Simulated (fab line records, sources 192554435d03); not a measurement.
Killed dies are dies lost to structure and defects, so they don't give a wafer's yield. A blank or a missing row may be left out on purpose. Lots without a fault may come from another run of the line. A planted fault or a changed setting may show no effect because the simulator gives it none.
A struck lot beside a sound one | flow n5_finfet | 15 steps out of a route of 1938
Sound: wafers L883.1, L883.3, L883.4. Struck: wafer L897.4. (L897.2, L897.5 of the same lot were not struck and are left out.) The cause comes at the end.
At each step with rows: each side's tool, then ch and its chambers, then its first start. Under that, the readings that differ: sound wafers | struck wafers | difference of the means | sigmas: that difference in standard deviations of wafers without a fault.
alike: readings whose means differ by less than 2 such deviations, and words and numbers that are the same on both sides. not compared: withheld readings, readings that some wafer has no value for, bounds like >300 that may hide the same value, and numbers for which the record gives no deviation and whose values overlap.
The two part at a step that has a row with sigmas, a row that says differs or no value, or rows on one side only. Numbers that don't overlap but have no deviation are shown without sigmas and don't part them. A reading that every wafer of one side lacks parts them only if that side has two wafers or more.

N5_DUMMY_GATE_ETCH_42: etches SiO2 in CHF3/O2, target depth 3.5 nm, time 31 s.
  sound on rie_diel-06 ch 0,2,3, day 4 07:14; struck on rie_diel-06 ch 1, day 7 17:00
  reading                         | sound          | struck | difference | sigmas
  rf_hours_counter_h (h)          | 68 214 171     | 250    | +99        |
  showerhead_plenum_p_Torr (Torr) | 2.44 2.38 2.41 | 2.28   | -0.13      | -2
  alike: drypump_motor_current_A, oes_product_au, rf_vpp_V, throttle_valve_pct
N5_DUMMY_GATE_STRIP_48: strips in N2/H2, time 20 s.
  sound on rie_diel-06 ch 0,2,3, day 4 07:16; struck on rie_diel-06 ch 1, day 7 17:03
  reading                         | sound          | struck | difference | sigmas
  rf_hours_counter_h (h)          | 68 214 171     | 250    | +99        |
  showerhead_plenum_p_Torr (Torr) | 3.42 3.33 3.37 | 3.18   | -0.19      | -2
  alike: drypump_motor_current_A, n2_flow_sccm, oes_product_au, rf_vpp_V, throttle_valve_pct
then, 5 steps without rows for these wafers: N5_DUMMY_GATE_PRECLEAN_33 (cleans in dHF, time 10 s); N5_DUMMY_GATE_PRECLEAN_25 (cleans in O3/DIW, time 45 s); N5_DUMMY_GATE_PRECLEAN_51 (cleans in SC2, time 45 s); N5_DUMMY_GATE_SRD_26 (time 30 s); N5_DUMMY_GATE_UV_OZONE_45 (time 120 s).
N5_DUMMY_GATE_INSPECT_27: inspects for defects (brightfield).
  sound on defect_inspect-01, day 4 07:28; struck on defect_inspect-01, day 7 17:14
  alike: raw_defect_count
N5_SPACER0_ALD_07: deposits SiNx, target thk 2 nm.
  sound on ald_sin-01 ch 0,2,3, day 4 07:49; struck on ald_sin-01 ch 3, day 7 17:53
  alike: heater_power_w
N5_SPACER0_ALD_00: deposits SiOCN, target thk 3.5 nm, pulse time 3 s, purge time 2 s.
  sound on ald_sin-01 ch 0,2,3, day 4 07:58; struck on ald_sin-01 ch 3, day 7 18:02
  alike: heater_power_w, precursor_pulse_height_rel
N5_SPACER0_ALD_08: deposits SiNx, target thk 2 nm.
  sound on ald_sin-01 ch 0,2,3, day 4 08:13; struck on ald_sin-01 ch 3, day 7 18:17
  alike: heater_power_w
N5_SPACER0_INSPECT_04: inspects for defects (darkfield).
  sound on defect_inspect-01, day 4 08:23; struck on defect_inspect-01, day 7 18:27
  alike: raw_defect_count
N5_SD_EPI_N_COAT_32: time 60 s, resist thk 350 nm.
  sound on litho_track-05 ch 0, day 4 08:25; struck on litho_track-03 ch 0, day 7 18:29
  reading                  | sound             | struck | difference | sigmas
  heater_power_total_W (W) | 501.3 500.4 499.7 | 643.6  | +143.1     | +84
  run_length_s (s)         | 66.31 66.14 66.40 | 45.73  | -20.55     | -99 or more
  alike: dispense_pressure_kPa
then, 1 step without rows for these wafers: N5_SD_EPI_N_COAT_33 (time 60 s, resist thk 35 nm).
-- the record jumps here: 5 days lie between the struck wafers' starts before and after (it left off in module SD_EPI_N and takes up again in module BEOL_M4, whose first step shown is number 1111 of the route) --
N5_BEOL_M4_RC_MEAS_101:
  sound on prober-02 ch 0, day 9 14:12; struck on prober-02 ch 0, day 12 21:04
  reading       | sound          | struck | difference | sigmas
  DIBL_N (mV/V) | 36.9 37.6 38.6 | 34.9   | -2.8       | -2
  alike: DIBL_P, IOFF_N, IOFF_P, ION_N, ION_P, SS_N, SS_P, VT_N, VT_P

WHERE THEY PART
First at N5_DUMMY_GATE_ETCH_42; last, within this record, at N5_BEOL_M4_RC_MEAS_101.

WHY: what the simulator had put in
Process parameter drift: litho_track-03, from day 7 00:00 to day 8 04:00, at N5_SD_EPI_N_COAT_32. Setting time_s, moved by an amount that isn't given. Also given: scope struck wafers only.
